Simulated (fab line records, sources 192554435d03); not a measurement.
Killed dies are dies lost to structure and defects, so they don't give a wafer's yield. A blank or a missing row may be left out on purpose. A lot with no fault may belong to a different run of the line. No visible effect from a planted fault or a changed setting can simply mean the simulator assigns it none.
Chamber matching    flow n5-finfet    4 sister chambers for N5_FIN_CUT_ETCH_21 on rie-diel-05
The step etches SOC in N2/H2, target depth 219 nm, overetch 43.8 nm, time 523.5 s. 4 wafers are shown with their chamber, then 10 later ones without.

== EACH WAFER AND ITS CHAMBER ==
wafer   chamber  throttle-valve-pct (%)
L086.1  3        17.77
L086.2  0        17.48
L089.2  1        18.28
L089.3  2        17.83

== WAFERS MISSING THEIR CHAMBER ==
wafer   throttle-valve-pct (%)
L089.6  17.50
L093.1  18.29
L093.4  17.79
L093.5  17.86
L094.2  18.29
L094.3  17.80
L094.4  17.51
L096.2  17.85
L096.3  18.31
L096.6  17.88

== CHAMBER TAKEN BY EACH ==
wafer   from the rows above      in truth
L089.6  0                        0
L093.1  1                        1
L093.4  can't be placed: 3 or 2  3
L093.5  2                        2
L094.2  1                        1
L094.3  can't be placed: 2 or 3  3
L094.4  0                        0
L096.2  2                        2
L096.3  1                        1
L096.6  2                        2
Correct placement for 8 of the 10. Not placeable from these rows: 2 (in 2, the candidates include the true chamber). Wrongly placed: 0.
How it was worked out, from the rows above alone: a wafer's distance from a chamber is the root of the sum, over the readings, of the square of ((its reading less the chamber's mean) divided by the reading's scatter). The wafer belongs to the nearest chamber; if the next one is less than 2 further off, it can't be placed. For every chamber, the mean is computed from those of its wafers that are shown. The scatter: with one shown wafer a chamber, the root of the mean of the squares of how far each hidden wafer lies from its nearest shown one.
